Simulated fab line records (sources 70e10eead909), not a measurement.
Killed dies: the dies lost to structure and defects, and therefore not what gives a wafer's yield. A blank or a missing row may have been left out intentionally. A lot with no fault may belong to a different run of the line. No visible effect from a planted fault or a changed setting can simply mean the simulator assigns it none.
fab line records	flow nandHarc
record: lots: 12	wafers: 36	lastDay: 24
route steps=1159 shown P_GATE@189 P_CONTACT@229 END@1159
lots with no fault: from the same line, run without faults
startH: the number of hours between the record's first day and the start of the first shown wafer of the lot	waitH: hours from the lot's prior step to this one	" repeats the value in the row above	L1.1+2: a row that stands for several wafers	- no value, or no start given	* or withheld: withheld	< > ~ a bound
route shown NAME@n: NAME is a module with steps in the file, n the number in the route of the first one	usual: mean/standard deviation taken from wafers without a fault	same: alike in all rows	chamber/n: place in a boat	sites: the reading at each site	_std_site: standard deviation of those values	_edge_site: the outer-site mean with the inner-site mean subtracted	radiusMm: how far each site lies from the wafer's centre	mask NAME#n: copy n	behind: tool/chamber where the wafer was last shaped	hold: cause of the lot's hold/its duration in hours/its outcome	device: transistor that didn't switch, given as n, p or np	end of line: the route-end tests of the same wafers	where a step has no rows: the recipe by itself	killed: the dies lost at the first sort to structure and to defects; this is not the yield of the wafer	map: shows each die of a wafer: x if killed, . if not, _ if none is there
set.NAME: the run value of the setting; set.NAME@STEP: its run value at that earlier step	model.NAME: the simulator's own value behind a step, which no gauge read
one table for each step of the route and one row for each wafer, over a sample of lots
services: the hour from which a tool's chamber was out of use, counted from the record's first day as startH (under 0 if before that day), plus the number of hours and why
== steps ==
step: NHARC_P_GATE_STRIP_112
recipe: powerW: 1500	tempC: 110	timeS: 200	chemistry: N2/H2
usual: drypumpMotorCurrentA: 6.25/0.091	heaterPowerW: 88/5.3	rfReflPowerW: 24/11
lot.wafer	tool	chamber	startH	waitH	drypumpMotorCurrentA	heaterPowerW	rfHoursCounterH	rfReflPowerW
L175.1	plasmaAsher-02	1	103.87	0.2	6.34	94	31	24
L175.4	"	0	"	"	6.21	83	-	18
L175.6	"	0	"	"	6.22	85	-	19
L177.4	plasmaAsher-02	0	122.50	0.2	6.23	82	-	19
L177.6	"	0	"	"	6.22	85	-	19
L177.5	"	1	"	"	6.37	95	-	24
L178.2	plasmaAsher-01	1	124.35	0.2	6.13	88	3	44
L178.4	"	0	"	"	6.24	79	-	14
L178.6	"	0	"	"	6.25	79	-	14
L176.1	plasmaAsher-02	1	128.75	0.2	6.37	95	40	23
L176.4	"	0	"	"	6.19	84	-	18
L176.6	"	0	"	"	6.18	86	-	17
L180.3	plasmaAsher-02	0	133.69	0.2	6.26	84	-	19
L180.4	"	1	"	"	6.42	96	-	23
L180.6	"	1	"	"	6.40	96	-	24
L181.1	plasmaAsher-01	1	150.01	0.2	6.10	89	12	45
L181.4	"	1	"	"	6.12	88	-	47
L181.5	"	0	"	"	6.23	80	-	14
L182.1	plasmaAsher-01	1	152.36	0.2	6.13	89	14	42
L182.5	"	1	"	"	6.14	86	-	43
L182.6	"	0	"	"	6.21	79	-	14
L183.3	plasmaAsher-02	1	152.63	0.2	6.32	95	-	24
L183.4	"	0	"	"	6.19	83	-	19
L183.5	"	0	"	"	6.22	84	-	19
L187.2	plasmaAsher-02	1	179.63	0.2	6.40	95	59	25
L187.5	"	0	"	"	6.28	86	-	19
L187.6	"	1	"	"	6.42	94	-	25
L195.4	plasmaAsher-01	0	227.28	0.2	6.19	81	-	14
L195.3	"	1	"	"	6.13	87	-	44
L195.6	"	0	"	"	6.19	81	-	14
L196.4	plasmaAsher-02	0	233.80	0.2	6.21	88	-	18
L196.3	"	1	"	"	6.34	94	-	25
L196.5	"	1	"	"	6.35	93	-	25
L197.3	plasmaAsher-01	1	242.20	0.3	6.13	88	-	45
L197.6	"	0	"	"	6.20	81	-	14
L197.5	"	1	"	"	6.14	84	-	45
step: NHARC_P_GATE_STRIP_95
recipe: powerW: 1500	tempC: 250	chemistry: O2
usual: drypumpMotorCurrentA: 6.24/0.096	heaterPowerW: 327/20	rfReflPowerW: 25/11
lot.wafer	tool	chamber	startH	waitH	drypumpMotorCurrentA	heaterPowerW	rfHoursCounterH	rfReflPowerW
L175.1	plasmaAsher-02	0	106.41	0.6	6.24	313	33	18
L175.4	"	1	"	"	6.43	364	-	24
L175.6	"	0	"	"	6.22	314	-	18
L177.4	plasmaAsher-02	0	124.75	0.3	6.24	311	-	18
L177.6	"	1	"	"	6.38	356	-	24
L177.5	"	0	"	"	6.22	316	-	19
L178.2	plasmaAsher-01	0	126.74	0.5	6.20	301	5	14
L178.4	"	0	"	"	6.19	308	-	14
L178.6	"	0	"	"	6.20	302	-	14
L176.1	plasmaAsher-01	0	131.03	0.5	6.22	303	6	14
L176.4	"	1	"	"	6.13	323	-	43
L176.6	"	1	"	"	6.11	324	-	43
L180.3	plasmaAsher-02	1	136.05	0.4	6.38	354	-	23
L180.4	"	0	"	"	6.21	319	-	18
L180.6	"	0	"	"	6.23	324	-	18
L181.1	plasmaAsher-02	0	152.47	0.5	6.19	319	49	19
L181.4	"	1	"	"	6.43	352	-	24
L181.5	"	0	"	"	6.22	318	-	18
L182.1	plasmaAsher-02	1	154.68	0.5	6.37	361	51	24
L182.6	"	0	"	"	6.17	308	-	19
L182.5	"	1	"	"	6.37	357	-	23
L183.3	plasmaAsher-01	1	155.34	0.4	6.17	326	-	43
L183.4	"	0	"	"	6.20	303	-	14
L183.5	"	0	"	"	6.21	301	-	14
L187.2	plasmaAsher-02	0	181.99	0.6	6.20	327	61	19
L187.6	"	0	"	"	6.22	317	-	18
L187.5	"	1	"	"	6.41	360	-	25
L195.3	plasmaAsher-02	0	229.66	0.4	6.23	324	-	18
L195.4	"	1	"	"	6.33	345	-	25
L195.6	"	1	"	"	6.40	348	-	24
L196.4	plasmaAsher-02	1	236.23	0.4	6.36	349	-	24
L196.3	"	0	"	"	6.25	323	-	19
L196.5	"	0	"	"	6.22	323	-	20
L197.3	plasmaAsher-01	1	244.61	0.4	6.13	336	-	43
L197.5	"	1	"	"	6.15	342	-	43
L197.6	"	0	"	"	6.20	307	-	14
step: NHARC_P_GATE_DEGAS_109
recipe: tempC: 300	timeS: 60
usual: heaterPowerW: 460/42
lot.wafer	tool	chamber	startH	waitH	heaterPowerW
L175.1	pvdSputter-01	-	107.28	0.1	380
L175.4	"	-	"	"	458
L175.6	"	-	"	"	389
L177.4	pvdSputter-02	-	125.60	0.1	527
L177.6	"	-	"	"	406
L177.5	"	-	"	"	407
L178.2	pvdSputter-01	-	127.61	0.1	396
L178.4	"	-	"	"	497
L178.6	"	-	"	"	461
L176.1	pvdSputter-02	-	131.91	0.1	413
L176.4	"	-	"	"	396
L176.6	"	-	"	"	520
L180.3	pvdSputter-01	-	136.91	0.1	517
L180.4	"	-	"	"	385
L180.6	"	-	"	"	436
L181.4	pvdSputter-03	-	153.33	0.1	469
L181.1	"	-	"	"	452
L181.5	"	-	"	"	467
L182.1	pvdSputter-03	-	155.53	0.1	488
L182.5	"	-	"	"	484
L182.6	"	-	"	"	426
L183.3	pvdSputter-02	-	156.35	0.1	410
L183.4	"	-	"	"	411
L183.5	"	-	"	"	416
L187.2	pvdSputter-01	-	182.88	0.1	464
L187.6	"	-	"	"	515
L187.5	"	-	"	"	409
L195.3	pvdSputter-02	-	230.59	0.1	534
L195.4	"	-	"	"	411
L195.6	"	-	"	"	406
L196.3	pvdSputter-03	-	237.08	0.1	465
L196.4	"	-	"	"	445
L196.5	"	-	"	"	462
L197.3	pvdSputter-03	-	245.66	0.1	435
L197.6	"	-	"	"	466
L197.5	"	-	"	"	457
step: NHARC_P_CONTACT_EXPOSE_09
recipe: na: 1.35	targetCdNm: 90	doseMj: 81.26	maskId: P_CA
lot.wafer	tool	chamber	startH	waitH	mask
L175.1+4+6	arfiScanner-03	0	109.60	-	P_CA#0
L177.4+5+6	arfiScanner-01	0	128.05	-	P_CA#0
L178.2+4+6	arfiScanner-02	0	130.09	-	P_CA#0
L176.1+4+6	arfiScanner-01	0	134.34	-	P_CA#0
L180.3+4+6	arfiScanner-02	0	139.46	-	P_CA#0
L181.1+4+5	arfiScanner-02	0	155.76	-	P_CA#0
L182.1+5+6	arfiScanner-03	0	157.98	-	P_CA#0
L183.3+4+5	arfiScanner-03	0	159.16	-	P_CA#0
L187.2+5+6	arfiScanner-03	0	185.32	-	P_CA_R1#0
L195.3+4+6	arfiScanner-01	0	233.16	-	P_CA#0
L196.3+4+5	arfiScanner-01	0	239.40	-	P_CA#0
L197.3+5+6	arfiScanner-01	0	248.62	-	P_CA#0
step: NHARC_P_CONTACT_CD_MEAS_12
recipe: targetCdNm: 90	landingEnergyEv: 500
usual: cdNm: 90.1/0.59
lot.wafer	tool	chamber	startH	waitH	cdNm
L175.1	cdSem-01	0	109.74	-	89.2
L175.4	"	0	"	"	89.9
L175.6	"	0	"	"	89.5
L177.4	cdSem-01	0	128.18	-	90.5
L177.5	"	0	"	"	90.6
L177.6	"	0	"	"	89.4
L178.2	cdSem-03	0	130.23	-	90.1
L178.4	"	0	"	"	89.4
L178.6	"	0	"	"	90.0
L176.1	cdSem-03	0	134.48	-	90.8
L176.4	"	0	"	"	90.5
L176.6	"	0	"	"	90.6
L180.3	cdSem-01	0	139.60	-	90.6
L180.4	"	0	"	"	90.2
L180.6	"	0	"	"	90.2
L181.1	cdSem-02	0	155.90	-	89.8
L181.4	"	0	"	"	89.8
L181.5	"	0	"	"	90.0
L182.1	cdSem-01	0	158.12	-	90.1
L182.5	"	0	"	"	89.7
L182.6	"	0	"	"	89.8
L183.3	cdSem-01	0	159.30	-	91.0
L183.4	"	0	"	"	89.9
L183.5	"	0	"	"	91.0
L187.2	cdSem-02	0	185.46	-	94.0
L187.5	"	0	"	"	93.7
L187.6	"	0	"	"	95.2
L195.3	cdSem-01	0	233.29	-	90.4
L195.4	"	0	"	"	89.3
L195.6	"	0	"	"	89.9
L196.3	cdSem-02	0	239.53	-	90.8
L196.4	"	0	"	"	90.3
L196.5	"	0	"	"	91.0
L197.3	cdSem-03	0	248.76	-	90.1
L197.5	"	0	"	"	90.7
L197.6	"	0	"	"	89.7
step: NHARC_P_CONTACT_CD_MEAS_19
usual: cdNm: 89.9/1.6
lot.wafer	tool	chamber	startH	waitH	cdNm
L175.1	cdSem-02	-	110.81	-	87.9
L175.4	"	-	"	"	90.4
L175.6	"	-	"	"	89.1
L177.4	cdSem-02	-	129.24	-	92.4
L177.5	"	-	"	"	90.9
L177.6	"	-	"	"	90.3
L178.2	cdSem-01	-	131.29	-	88.1
L178.4	"	-	"	"	87.4
L178.6	"	-	"	"	88.9
L176.1	cdSem-03	-	135.57	-	88.1
L176.4	"	-	"	"	89.1
L176.6	"	-	"	"	90.9
L180.3	cdSem-01	-	140.66	-	90.3
L180.4	"	-	"	"	90.5
L180.6	"	-	"	"	90.6
L181.1	cdSem-01	-	157.37	-	90.7
L181.4	"	-	"	"	86.5
L181.5	"	-	"	"	89.4
L182.1	cdSem-02	-	159.18	-	91.9
L182.5	"	-	"	"	91.6
L182.6	"	-	"	"	89.5
L183.3	cdSem-01	-	160.37	-	89.8
L183.4	"	-	"	"	88.8
L183.5	"	-	"	"	89.9
L187.2	cdSem-01	-	186.66	-	95.4
L187.5	"	-	"	"	92.9
L187.6	"	-	"	"	95.8
L195.3	cdSem-01	-	234.35	-	88.3
L195.4	"	-	"	"	90.7
L195.6	"	-	"	"	87.3
L196.3	cdSem-01	-	240.59	-	89.6
L196.4	"	-	"	"	90.2
L196.5	"	-	"	"	92.6
L197.3	cdSem-03	-	249.82	-	88.7
L197.5	"	-	"	"	91.8
L197.6	"	-	"	"	89.9
step: NHARC_END_SORT_01
recipe: tempC: 25
usual: killedAtArray: 26/11	killedAtOther: 0.6/1	killedAtPeriphery: 3.1/2.1	killedDies: 30/11	killedOpen: 3.4/1.8	killedShort: 2.1/1.5
same: grossDies: 677
lot.wafer	tool	chamber	startH	waitH	killedAtArray	killedAtOther	killedAtPeriphery	killedDies	killedOpen	killedShort
L177.4	prober-01	0	451.98	3.4	33	0	3	36	4	1
L177.5	prober-01	0	452.79	3.7	26	1	1	28	3	3
L177.6	prober-01	0	453.59	4.0	29	1	3	33	4	2
L176.1	prober-01	0	465.18	2.5	16	0	4	20	3	3
L176.4	prober-01	0	467.61	3.4	15	1	3	19	4	2
L176.6	prober-01	0	469.23	4.0	9	0	4	13	5	0
L175.1	prober-01	0	472.98	2.4	21	0	5	26	5	2
L175.4	prober-01	0	475.42	3.4	26	0	3	29	3	4
L175.6	prober-01	0	477.04	4.1	27	1	5	33	4	2
L178.2	prober-02	0	473.75	2.8	18	0	4	22	6	3
L178.4	prober-02	0	475.34	3.4	27	0	7	34	5	4
L178.6	prober-02	0	476.93	4.0	26	0	5	31	6	3
L182.1	prober-02	0	486.64	2.5	15	0	9	24	3	1
L182.5	prober-02	0	489.92	3.8	15	0	3	18	1	2
L182.6	prober-02	0	490.74	4.1	16	1	2	19	3	0
L183.3	prober-01	0	488.27	3.1	17	2	3	22	4	2
L183.4	prober-01	0	489.08	3.4	24	4	4	32	5	7
L183.5	prober-01	0	489.89	3.7	21	1	2	24	3	5
L180.3	prober-01	0	496.12	3.1	32	1	0	33	2	2
L180.4	prober-01	0	496.91	3.4	26	0	3	29	4	1
L180.6	prober-01	0	498.50	4.0	27	0	3	30	4	2
L181.1	prober-01	0	502.31	2.5	25	0	3	28	1	4
L181.4	prober-01	0	504.70	3.4	34	1	3	38	3	1
L181.5	prober-01	0	505.50	3.7	28	2	1	31	3	1
L187.2	prober-01	0	510.87	2.8	34	0	1	35	4	0
L187.5	prober-01	0	513.28	3.7	50	0	2	52	2	3
L187.6	prober-01	0	514.09	4.0	43	0	0	43	3	3
L196.3	prober-02	0	563.42	3.1	33	1	5	39	5	3
L196.4	prober-02	0	564.22	3.4	46	0	3	49	3	5
L196.5	prober-02	0	565.02	3.7	45	0	3	48	6	2
L195.3	prober-01	0	571.18	3.1	41	0	1	42	5	3
L195.4	prober-01	0	571.98	3.4	32	0	2	34	2	1
L195.6	prober-01	0	573.57	4.0	37	1	2	40	3	1
L197.3	prober-02	0	571.21	3.1	28	0	1	29	3	4
L197.5	prober-02	0	572.78	3.6	24	0	2	26	1	3
L197.6	prober-02	0	573.56	3.9	28	0	3	31	5	2
killed by level:class
L177.4 A_SLIT:chamberFilmFlake=13 A_CONTACT:chamberFilmFlake=9 A_WL_FILL:chamberFilmFlake=3 P_M0:geometricParticle:open=2 A_CHANNEL_HOLE_D1:chamberFilmFlake=2 A_SGD_CUT:geometricParticle:open=1 A_CONTACT:geometricParticle:open=1 A_BLC:geometricParticle:short=1
L177.5 A_SLIT:chamberFilmFlake=11 A_CHANNEL_HOLE_D1:chamberFilmFlake=3 A_WL_FILL:chamberFilmFlake=3 A_ONON_D1:geometricParticle:short=2 A_CONTACT:chamberFilmFlake=2 A_M0:chamberFilmFlake=2 A_WL_FILL:geometricParticle:open=1 A_CONTACT:geometricParticle:open=1
L177.6 A_SLIT:chamberFilmFlake=10 A_CONTACT:chamberFilmFlake=8 A_M0:chamberFilmFlake=3 A_CONTACT:geometricParticle:open=2 P_GATE:geometricParticle:short=1 P_M0:geometricParticle:open=1 A_SGD_CUT:geometricParticle:open=1 P_GATE:chamberFilmFlake=1
L176.1 A_CONTACT:chamberFilmFlake=5 A_CHANNEL_HOLE_D1:chamberFilmFlake=3 A_CHANNEL_FILL_D1:geometricParticle:short=2 P_GATE:chamberFilmFlake=2 A_SLIT:chamberFilmFlake=2 P_GATE:geometricParticle:open=1 P_CONTACT:geometricParticle:open=1 A_SOURCE_PLATE:geometricParticle:short=1
L176.4 A_CONTACT:geometricParticle:open=3 A_CHANNEL_HOLE_D1:chamberFilmFlake=3 A_CONTACT:chamberFilmFlake=3 A_STAIRCASE:chamberFilmFlake=2 A_WL_FILL:chamberFilmFlake=2 P_CONTACT:geometricParticle:open=1 A_ONON_D1:geometricParticle:short=1 P_STI:chamberFilmFlake=1
L176.6 A_CONTACT:chamberFilmFlake=3 P_CONTACT:geometricParticle:open=2 P_STI:chamberFilmFlake=2 A_ONON_D1:geometricParticle:open=1 A_CHANNEL_FILL_D1:geometricParticle:open=1 A_CONTACT:geometricParticle:open=1 A_STAIRCASE:chamberFilmFlake=1 A_SLIT:chamberFilmFlake=1
L175.1 A_SLIT:chamberFilmFlake=8 A_CHANNEL_HOLE_D1:chamberFilmFlake=6 P_M0:geometricParticle:open=2 A_SGD_CUT:geometricParticle:open=2 A_CONTACT:chamberFilmFlake=2 P_CONTACT:geometricParticle:short=1 P_M0:geometricParticle:short=1 A_SOURCE_PLATE:geometricParticle:open=1
L178.2 A_CHANNEL_HOLE_D1:chamberFilmFlake=10 A_CHANNEL_FILL_D1:geometricParticle:open=3 P_M1:geometricParticle:short=2 A_CONTACT:chamberFilmFlake=2 P_CONTACT:geometricParticle:open=1 A_SOURCE_PLATE:geometricParticle:short=1 A_CONTACT:geometricParticle:open=1 A_M1:geometricParticle:open=1
L178.4 A_CHANNEL_HOLE_D1:chamberFilmFlake=12 A_CONTACT:chamberFilmFlake=7 A_ONON_D1:geometricParticle:open=3 P_GATE:chamberFilmFlake=3 P_CONTACT:geometricParticle:open=1 P_M1:geometricParticle:short=1 A_ONON_D1:geometricParticle:short=1 A_CHANNEL_FILL_D1:geometricParticle:short=1
L175.4 A_CHANNEL_HOLE_D1:chamberFilmFlake=10 A_SLIT:chamberFilmFlake=7 A_CHANNEL_FILL_D1:geometricParticle:short=3 A_CONTACT:geometricParticle:open=2 P_M1:geometricParticle:open=1 A_M0:geometricParticle:short=1 P_ZERO_WELL:chamberFilmFlake=1 P_STI:chamberFilmFlake=1
L178.6 A_CHANNEL_HOLE_D1:chamberFilmFlake=15 A_ONON_D1:geometricParticle:open=2 P_GATE:chamberFilmFlake=2 A_CONTACT:chamberFilmFlake=2 P_GATE:geometricParticle:open=1 A_ONON_D1:geometricParticle:short=1 A_CHANNEL_FILL_D1:geometricParticle:short=1 A_CONTACT:geometricParticle:open=1
L175.6 A_SLIT:chamberFilmFlake=12 A_CHANNEL_HOLE_D1:chamberFilmFlake=6 A_CONTACT:chamberFilmFlake=4 P_M2:chamberFilmFlake=2 P_CONTACT:geometricParticle:open=1 P_CONTACT:geometricParticle:short=1 P_M0:geometricParticle:short=1 A_ONON_D1:geometricParticle:open=1
L182.1 A_WL_FILL:chamberFilmFlake=4 P_GATE:chamberFilmFlake=3 A_CHANNEL_HOLE_D1:chamberFilmFlake=3 P_STI:chamberFilmFlake=2 A_CHANNEL_FILL_D1:chamberFilmFlake=2 A_CONTACT:chamberFilmFlake=2 P_GATE:geometricParticle:open=1 P_CONTACT:geometricParticle:short=1
L183.3 A_CHANNEL_HOLE_D1:chamberFilmFlake=9 A_CONTACT:chamberFilmFlake=4 THIN_TSV:chamberFilmFlake=2 P_M0:geometricParticle:short=1 P_BONDPAD:geometricParticle:open=1 A_CHANNEL_FILL_D1:geometricParticle:short=1 A_WL_FILL:geometricParticle:open=1 A_CONTACT:geometricParticle:open=1
L183.4 A_CHANNEL_HOLE_D1:chamberFilmFlake=11 THIN_TSV:chamberFilmFlake=4 A_CHANNEL_FILL_D1:geometricParticle:open=3 A_CHANNEL_FILL_D1:geometricParticle:short=2 A_CONTACT:chamberFilmFlake=2 P_GATE:geometricParticle:open=1 P_M0:geometricParticle:short=1 A_WL_FILL:geometricParticle:short=1
L183.5 A_CHANNEL_HOLE_D1:chamberFilmFlake=11 A_CONTACT:chamberFilmFlake=3 A_CHANNEL_FILL_D1:geometricParticle:short=2 P_CONTACT:geometricParticle:short=1 A_SOURCE_PLATE:geometricParticle:short=1 A_SOURCE_PLATE:geometricParticle:open=1 A_ONON_D1:geometricParticle:open=1 A_M0:geometricParticle:open=1
L182.5 P_GATE:chamberFilmFlake=3 A_WL_FILL:chamberFilmFlake=3 A_ZERO_WELL:chamberFilmFlake=2 A_CHANNEL_HOLE_D1:chamberFilmFlake=2 A_STAIRCASE:chamberFilmFlake=2 A_CONTACT:chamberFilmFlake=2 A_CONTACT:geometricParticle:short=1 A_CONTACT:geometricParticle:open=1
L182.6 A_CHANNEL_HOLE_D1:chamberFilmFlake=5 A_WL_FILL:chamberFilmFlake=2 A_ZERO_WELL:chamberFilmFlake=2 A_CHANNEL_FILL_D1:chamberFilmFlake=2 A_CONTACT:chamberFilmFlake=2 P_M0:geometricParticle:open=1 A_SGD_CUT:geometricParticle:open=1 A_CONTACT:geometricParticle:open=1
L180.3 A_CHANNEL_HOLE_D1:chamberFilmFlake=16 A_SGD_CUT:chamberFilmFlake=8 A_CONTACT:chamberFilmFlake=3 A_STAIRCASE:chamberFilmFlake=2 A_CHANNEL_FILL_D1:geometricParticle:short=1 A_M0:geometricParticle:short=1 A_M1:geometricParticle:open=1 STARTING-WAFER:geometricParticle:open=1
L180.4 A_CHANNEL_HOLE_D1:chamberFilmFlake=10 A_SGD_CUT:chamberFilmFlake=7 A_CONTACT:chamberFilmFlake=4 A_BLC:geometricParticle:open=2 P_BONDPAD:chamberFilmFlake=2 A_CHANNEL_FILL_D1:geometricParticle:short=1 A_CHANNEL_FILL_D1:geometricParticle:open=1 A_M0:geometricParticle:open=1
L180.6 A_CHANNEL_HOLE_D1:chamberFilmFlake=15 A_SGD_CUT:chamberFilmFlake=4 A_CONTACT:chamberFilmFlake=3 P_STI:geometricParticle:open=1 P_M1:geometricParticle:open=1 A_ONON_D1:geometricParticle:open=1 A_WL_FILL:geometricParticle:short=1 A_CONTACT:geometricParticle:open=1
L181.1 A_SLIT:chamberFilmFlake=11 A_SGD_CUT:chamberFilmFlake=5 A_CHANNEL_FILL_D1:chamberFilmFlake=3 A_CHANNEL_HOLE_D1:chamberFilmFlake=2 P_CONTACT:geometricParticle:short=1 A_CHANNEL_FILL_D1:geometricParticle:short=1 A_CHANNEL_FILL_D1:geometricParticle:open=1 A_SGD_CUT:geometricParticle:short=1
L181.4 A_SLIT:chamberFilmFlake=12 A_CHANNEL_HOLE_D1:chamberFilmFlake=9 A_SGD_CUT:chamberFilmFlake=3 A_CONTACT:chamberFilmFlake=3 A_CHANNEL_FILL_D1:chamberFilmFlake=2 P_GATE:geometricParticle:open=1 A_ONON_D1:geometricParticle:short=1 A_CONTACT:geometricParticle:open=1
L181.5 A_SLIT:chamberFilmFlake=14 A_SGD_CUT:chamberFilmFlake=4 A_CONTACT:chamberFilmFlake=4 THIN_TSV:chamberFilmFlake=2 A_M1:geometricParticle:open=2 A_CHANNEL_HOLE_D1:chamberFilmFlake=2 P_M0:geometricParticle:short=1 A_CHANNEL_FILL_D1:geometricParticle:open=1
L187.2 A_SLIT:chamberFilmFlake=12 A_CHANNEL_HOLE_D1:chamberFilmFlake=11 A_M1:chamberFilmFlake=4 A_ZERO_WELL:chamberFilmFlake=2 P_M0:geometricParticle:open=1 A_STAIRCASE:geometricParticle:open=1 A_WL_FILL:geometricParticle:open=1 A_CONTACT:geometricParticle:open=1
L187.5 A_CHANNEL_HOLE_D1:chamberFilmFlake=19 A_SLIT:chamberFilmFlake=17 A_ZERO_WELL:chamberFilmFlake=4 A_M1:chamberFilmFlake=4 A_CHANNEL_FILL_D1:chamberFilmFlake=3 P_CONTACT:geometricParticle:short=1 P_M0:geometricParticle:open=1 A_ONON_D1:geometricParticle:short=1
L187.6 A_CHANNEL_HOLE_D1:chamberFilmFlake=13 A_SLIT:chamberFilmFlake=11 A_M1:chamberFilmFlake=6 A_ZERO_WELL:chamberFilmFlake=3 A_CHANNEL_FILL_D1:chamberFilmFlake=3 A_WL_FILL:geometricParticle:short=2 A_ONON_D1:geometricParticle:open=1 A_CHANNEL_HOLE_D1:geometricParticle:short=1
L196.3 A_SLIT:chamberFilmFlake=22 A_CHANNEL_HOLE_D1:chamberFilmFlake=4 P_CONTACT:geometricParticle:open=2 A_CONTACT:geometricParticle:short=2 P_STI:chamberFilmFlake=2 A_CONTACT:chamberFilmFlake=2 P_M0:geometricParticle:open=1 A_SGD_CUT:geometricParticle:open=1
L196.4 A_SLIT:chamberFilmFlake=22 A_CHANNEL_HOLE_D1:chamberFilmFlake=10 A_CONTACT:chamberFilmFlake=4 A_STAIRCASE:chamberFilmFlake=3 P_M1:geometricParticle:open=1 A_ONON_D1:geometricParticle:open=1 A_ONON_D1:geometricParticle:short=1 A_CHANNEL_HOLE_D1:geometricParticle:short=1
L196.5 A_SLIT:chamberFilmFlake=22 A_CHANNEL_HOLE_D1:chamberFilmFlake=9 A_STAIRCASE:chamberFilmFlake=4 A_CONTACT:chamberFilmFlake=3 A_WL_FILL:geometricParticle:open=2 P_GATE:geometricParticle:open=1 P_GATE:geometricParticle:short=1 A_SOURCE_PLATE:geometricParticle:open=1
L195.3 A_CHANNEL_HOLE_D1:chamberFilmFlake=28 A_WL_FILL:chamberFilmFlake=3 A_ONON_D1:geometricParticle:short=2 A_CONTACT:geometricParticle:open=2 A_STAIRCASE:chamberFilmFlake=2 P_M0:geometricParticle:open=1 A_CHANNEL_HOLE_D1:geometricParticle:open=1 A_CHANNEL_FILL_D1:geometricParticle:open=1
L197.3 A_STAIRCASE:chamberFilmFlake=9 A_CHANNEL_HOLE_D1:chamberFilmFlake=7 A_WL_FILL:geometricParticle:short=3 A_CHANNEL_FILL_D1:chamberFilmFlake=3 A_CONTACT:chamberFilmFlake=2 A_SOURCE_PLATE:geometricParticle:short=1 A_CHANNEL_FILL_D1:geometricParticle:open=1 A_CONTACT:geometricParticle:open=1
L195.4 A_CHANNEL_HOLE_D1:chamberFilmFlake=17 A_WL_FILL:chamberFilmFlake=5 A_STAIRCASE:chamberFilmFlake=3 P_ZERO_WELL:chamberFilmFlake=2 A_CONTACT:chamberFilmFlake=2 A_CHANNEL_HOLE_D1:geometricParticle:open=1 A_CHANNEL_FILL_D1:geometricParticle:open=1 A_CHANNEL_FILL_D1:geometricParticle:short=1
L197.5 A_CHANNEL_HOLE_D1:chamberFilmFlake=10 A_STAIRCASE:chamberFilmFlake=4 A_CONTACT:chamberFilmFlake=4 A_WL_FILL:chamberFilmFlake=2 P_STI:geometricParticle:short=1 A_WL_FILL:geometricParticle:short=1 A_M0:geometricParticle:open=1 A_M1:geometricParticle:short=1
L197.6 A_CHANNEL_HOLE_D1:chamberFilmFlake=10 A_STAIRCASE:chamberFilmFlake=4 A_CONTACT:chamberFilmFlake=3 P_M0:geometricParticle:open=2 A_SGD_CUT:geometricParticle:open=2 A_ZERO_WELL:chamberFilmFlake=2 A_M0:chamberFilmFlake=2 A_WL_FILL:geometricParticle:short=1
L195.6 A_CHANNEL_HOLE_D1:chamberFilmFlake=22 A_STAIRCASE:chamberFilmFlake=4 A_WL_FILL:chamberFilmFlake=3 A_CONTACT:chamberFilmFlake=3 A_CONTACT:geometricParticle:open=2 A_ONON_D1:geometricParticle:short=1 A_SGD_CUT:geometricParticle:open=1 P_GATE:chamberFilmFlake=1
== services ==
tool	chamber	startH	hours	kind
pvdSputter-02	-	82.85	0.9	repair
arfiScanner-02	-	84.00	4.0	pm
plasmaAsher-01	-	99.48	9.0	pm
plasmaAsher-01	0	99.48	9.0	ventCycle
plasmaAsher-01	1	99.48	9.0	ventCycle
pvdSputter-03	-	102.00	10.0	pm
arfiScanner-01	-	103.82	7.3	repair
plasmaAsher-01	0	108.48	-	clean
arfiScanner-03	-	140.00	4.0	pm
pvdSputter-01	-	158.02	10.0	pm
arfiScanner-01	-	161.84	0.8	repair
arfiScanner-02	-	164.83	2.6	repair
plasmaAsher-02	-	183.20	9.0	pm
plasmaAsher-02	0	183.20	9.0	ventCycle
plasmaAsher-02	1	183.20	9.0	ventCycle
arfiScanner-02	-	184.39	0.4	repair
plasmaAsher-02	0	192.20	-	clean
plasmaAsher-02	1	192.20	-	clean
arfiScanner-03	-	192.27	1.6	repair
pvdSputter-02	-	193.95	2.5	repair
arfiScanner-01	-	196.00	4.0	pm
arfiScanner-01	-	205.33	2.1	repair
pvdSputter-03	-	205.34	8.3	repair
pvdSputter-02	-	214.03	10.0	pm
== key ==
firstSign: step: NHARC_P_CONTACT_EXPOSE_09	reading: mask	direction: changed
effect: step: NHARC_P_CONTACT_CD_MEAS_12	reading: cdNm	direction: up	sigmas: 7.1	usual: 90.1	struck: 94.3
effect: step: NHARC_P_CONTACT_CD_MEAS_19	reading: cdNm	direction: up	sigmas: 3	usual: 89.9	struck: 94.7
metAt NHARC_P_CONTACT_EXPOSE_09
struckLots L187
testerLeftOut L187
notActingAt NHARC_P_GATE_STRIP_112,NHARC_P_GATE_STRIP_95,NHARC_P_GATE_DEGAS_109
onsetBetween 159.16 185.32
fault: kind: wrongMask	tool: any	chamber: -	onsetH: 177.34	steps: NHARC_P_CONTACT_EXPOSE_09	auxCopy: P_CA_R1#0	cdOffsetNm: 4.0869	scope: struckLotsOnly
testerLeftOut: of these lots the tester's yield and bins aren't shown, on N5 and GAA mostly nor the transistor test; their killed dies are dies lost to structure and defects alone, not to doping, threshold or leakage, so they don't give the yield
